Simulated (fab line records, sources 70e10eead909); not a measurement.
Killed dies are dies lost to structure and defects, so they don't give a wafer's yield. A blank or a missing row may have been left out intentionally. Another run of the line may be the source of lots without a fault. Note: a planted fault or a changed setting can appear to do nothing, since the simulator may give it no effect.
Which tool is to blame?    flow nandHarc    14 lots with 42 wafers sampled at 4 steps, on a route of 1302 steps

## WHAT EACH GAUGE READ, for each wafer
NHARC_A_START_INSPECT_01. Usual: 3.6 for rawDefectCount, sd 1.9.
lot   measured      on                rawDefectCount  flag
L390  day 6 18:35   defectInspect-02  4 2 1           
L391  day 7 12:02   defectInspect-01  1 1 5           
L392  day 7 21:43   defectInspect-01  4 2 5           
L393  day 8 00:20   defectInspect-02  3 6 2           
L394  day 8 07:02   defectInspect-01  4 4 6           
L395  day 8 21:06   defectInspect-02  2 2 1           
L397  day 9 13:20   defectInspect-01  3 4 4           
L398  day 10 00:16  defectInspect-01  5 2 6           
L401  day 11 06:57  defectInspect-02  1 4 3           
L402  day 11 15:46  defectInspect-01  4 3 4           
L405  day 12 23:41  defectInspect-01  3 3 3           
L404  day 12 23:51  defectInspect-02  1 4 5           
L408  day 14 09:34  defectInspect-01  5 7 3           
L410  day 15 02:12  defectInspect-01  1 2 2           

NHARC_A_ONON_D1_THK_MEAS_05: measures by ellipsometry. Usual: 999 nm for thkNm, sd 6.9.
lot   measured      on            thkNm (nm)      flag
L390  day 7 16:36   filmMetro-02  990 988 988     
L391  day 8 11:32   filmMetro-02  990 988 989     
L392  day 8 20:28   filmMetro-01  1007 1007 1006  
L393  day 9 00:20   filmMetro-01  992 993 994     
L394  day 9 06:50   filmMetro-02  1003 1002 1001  
L395  day 9 22:59   filmMetro-01  993 994 992     
L397  day 10 13:05  filmMetro-01  991 991 992     
L398  day 11 04:01  filmMetro-01  1010 1008 1009  
L401  day 12 07:40  filmMetro-01  1007 1007 1006  
L402  day 12 16:55  filmMetro-01  1005 1001 1004  
L405  day 14 00:29  filmMetro-02  995 996 995     
L404  day 14 00:30  filmMetro-01  1000 1000 1000  
L408  day 15 09:28  filmMetro-02  326 327 326     OFF
L410  day 16 03:55  filmMetro-02  338 339 339     OFF

NHARC_END_SORT_01. Usual: killedAtArray 54, standard deviation 17; killedAtOther 1.0, standard deviation 1.4; killedAtPeriphery 3.6, standard deviation 2.1; killedDies 58, standard deviation 17; killedOpen 3.2, standard deviation 2; killedShort 2.5, standard deviation 1.5.
lot   measured      on         killedAtArray  killedAtOther  killedAtPeriphery  killedDies   killedOpen  killedShort  flag
L401  day 28 10:52  prober-02  59 42 57       2 0 0          4 5 4              65 47 61     3 1 0       1 4 3        
L402  day 29 14:55  prober-01  27             0              7                  34           5           3            
L405  day 30 14:54  prober-01  77 51 61       1 0 0          5 6 6              83 57 67     4 5 2       2 3 3        
L404  day 30 14:57  prober-02  58             0              2                  60           3           1            
L408  day 32 20:53  prober-01  672 673 673    2 1 1          3 3 3              677 677 677  6 3 4       5 2 6        OFF
L410  day 33 05:17  prober-02  672 673 673    0 0 0          5 4 4              677 677 677  4 6 4       1 0 3        OFF

## TOOL THAT RAN EACH LOT (tool first, then ch and the chambers of the sampled wafers, then the start)
lot   NHARC_A_ONON_D1_DEP_03
L390  pecvdOnon-01 ch 0, day 7 16:05
L391  pecvdOnon-04 ch 0, day 8 11:02
L392  pecvdOnon-01 ch 0, day 8 20:01
L393  pecvdOnon-01 ch 0, day 8 23:49
L394  pecvdOnon-02 ch 0, day 9 06:30
L395  pecvdOnon-01 ch 0, day 9 22:29
L397  pecvdOnon-01 ch 0, day 10 12:42
L398  pecvdOnon-02 ch 0, day 11 03:41
L401  pecvdOnon-04 ch 0, day 12 07:09
L402  pecvdOnon-02 ch 0, day 12 16:24
L405  pecvdOnon-02 ch 0, day 13 23:58
L404  pecvdOnon-01 ch 0, day 13 23:59
L408  pecvdOnon-02 ch 0, day 15 08:58
L410  pecvdOnon-02 ch 0, day 16 03:31
- NHARC_A_ONON_D1_DEP_03: target thk 1000 nm.

## WHAT THE TOOLS THEMSELVES READ (means of the sampled wafers that have a number; where no wafer has one, the mark that the record gives instead)
The record holds no such reading with a usual standard deviation.

## THE ANSWER, worked out from the rows above alone
Rule: a lot counts as off when the mean over its wafers that have a number is more than 3 standard deviations away from the usual mean. Also off: a lot with no number at a reading for which 4 or more lots have one. The other lots that the step has rows for count as sound. Order of review: gauges by route order, followed by the tools' own readings, for which a lot's mean as printed above is used. The first step at which some lot is off is used, and at that step the reading that is off furthest; a lot without a number counts as furthest.
Off: L408, L410 (NHARC_A_ONON_D1_THK_MEAS_05, thkNm).
If a tool, at a process step before that reading, ran all the lots that are off and no sound lot after the first of them, it fits. The gauges at NHARC_A_ONON_D1_THK_MEAS_05 aren't tried: what is off there is off at NHARC_END_SORT_01 too, on other tools, and a gauge's error can't cause that. One fits: pecvdOnon-02 at NHARC_A_ONON_D1_DEP_03. Its last sound lot is L405 (day 13 23:58), its first lot that is off L408 (day 15 08:58): a fault that began between those two fits.

## WHAT WAS PUT IN BY THE SIMULATOR
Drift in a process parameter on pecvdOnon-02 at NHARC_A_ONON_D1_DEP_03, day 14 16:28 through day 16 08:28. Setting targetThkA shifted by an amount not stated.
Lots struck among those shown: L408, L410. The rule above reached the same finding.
